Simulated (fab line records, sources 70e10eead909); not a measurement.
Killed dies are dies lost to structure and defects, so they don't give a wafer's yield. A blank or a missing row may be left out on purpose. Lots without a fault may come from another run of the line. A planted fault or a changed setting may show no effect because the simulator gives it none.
Problem report in the 8D (eight disciplines) form, filled by code | flow nand_harc | the parts of the form that need people (team, actions taken, sign-off) are left out

1. THE PROBLEM
bow_nm at NHARC_A_CHANNEL_HOLE_D2_XSEM_32 reads a mean of 12.95 nm on 3 wafers of 2 lots; wafers without a fault read 8.59 nm with a standard deviation of 0.23. That is +19 standard deviations from the usual mean.
First seen on wafer L350.5, day 19 22:19, on xsem-02. The record holds 33 wafers of 11 lots with a number at this step. Rule for "out", or "out of limits": more than 4 standard deviations from the usual mean. The other wafers with a number count as sound.

2. WHAT IT IS AND WHAT IT IS NOT
question                    | is                     | is not
which readings at this step | bow_nm                 | bot_cd_nm, tilt_deg
which lots                  | L350, L353             | L335, L336, L337, L338, L339, L341, L345, L355, L357
which wafers of those lots  | L350.5, L353.1, L353.5 | L350.4, L350.6, L353.3
read on which tools         | xsem-02                | xsem-01
when                        | from day 19 22:19      | up to then (23 sound wafers); but 7 sound wafers of L353, L355, L357 came after

3. SUSPECTS, AND WHAT RULES EACH OUT
Counting: a tool at a process step up to the reading stays a suspect if it ran every lot that is out. Sound lots after the first of them don't rule it out here, since some wafers of a struck lot are sound.
- rie_diel-09 at NHARC_A_CHANNEL_HOLE_D2_ETCH_38 (etches the open film in CF4, target depth 39 nm, time 65 s): kept. It ran every lot that is out, first L350 (day 19 15:36); its last sound lot up to then is L341 (day 15 22:34).
- har_etch-02 at NHARC_A_CHANNEL_HOLE_D2_ETCH_22 (etches the open film in C4F8/O2/Ar, time 666.7 s, target depth 1600 nm): kept. It ran every lot that is out, first L350 (day 19 17:50); its last sound lot up to then is L338 (day 14 17:25).
- har_etch-02 at NHARC_A_CHANNEL_HOLE_D2_ETCH_27 (etches the open film in C4F8/O2/Ar, time 90 s, target depth 400 nm): kept. It ran every lot that is out, first L350 (day 19 20:46); its last sound lot up to then is L338 (day 14 20:34).
- xsem-02 at NHARC_A_CHANNEL_HOLE_D2_XSEM_32: kept. It ran every lot that is out, first L350 (day 19 22:19); its last sound lot up to then is L341 (day 16 05:18). Its own readings are out on those wafers: bow_nm.
- Within har_etch-02 at NHARC_A_CHANNEL_HOLE_D2_ETCH_22: the wafers that are out ran in chamber 0; their sound lot-mates ran in chamber 1.
- Within har_etch-02 at NHARC_A_CHANNEL_HOLE_D2_ETCH_27: the wafers that are out ran in chamber 0; their sound lot-mates ran in chamber 1.
Left after counting: rie_diel-09 at NHARC_A_CHANNEL_HOLE_D2_ETCH_38, har_etch-02 at NHARC_A_CHANNEL_HOLE_D2_ETCH_22, har_etch-02 at NHARC_A_CHANNEL_HOLE_D2_ETCH_27, xsem-02 at NHARC_A_CHANNEL_HOLE_D2_XSEM_32.

4. THE CAUSE (what the simulator had put in)
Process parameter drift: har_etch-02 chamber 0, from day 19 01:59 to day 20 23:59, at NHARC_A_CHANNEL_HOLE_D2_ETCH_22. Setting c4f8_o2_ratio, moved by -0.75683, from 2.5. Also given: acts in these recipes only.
Counting left 4 suspects, and this tool is among them.

5. THE CHAIN OF EFFECTS, in route order
Each row: a reading whose mean over the struck wafers that have a number lies more than 3 standard deviations from the usual. Only readings for which the record gives a usual standard deviation are gone through. hours: the time from each lot's start at the first step in this table that gives one to its start at this step, as a median over the lots. sigmas: the change in usual standard deviations.
hours | step                            | reading | usual   | on struck wafers | change | sigmas
0     | NHARC_A_CHANNEL_HOLE_D2_XSEM_32 | bow_nm  | 8.59 nm | 12.95            | +4.36  | +19
The process steps in it:
- NHARC_A_CHANNEL_HOLE_D2_XSEM_32

6. WHAT WOULD HAVE CAUGHT IT SOONER
In this record the first reading out of limits was taken at day 19 22:19, 20 hours after the fault began at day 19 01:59.
Of the tool readings at NHARC_A_CHANNEL_HOLE_D2_ETCH_22 for which the record gives a usual standard deviation, none was out on any struck wafer, so an alarm limit of 4 standard deviations on them would not have fired.
Of the lots that are out (2), L353 began NHARC_A_CHANNEL_HOLE_D2_ETCH_22 on har_etch-02 after day 19 22:19. A hold on the tool at that time would have spared it.
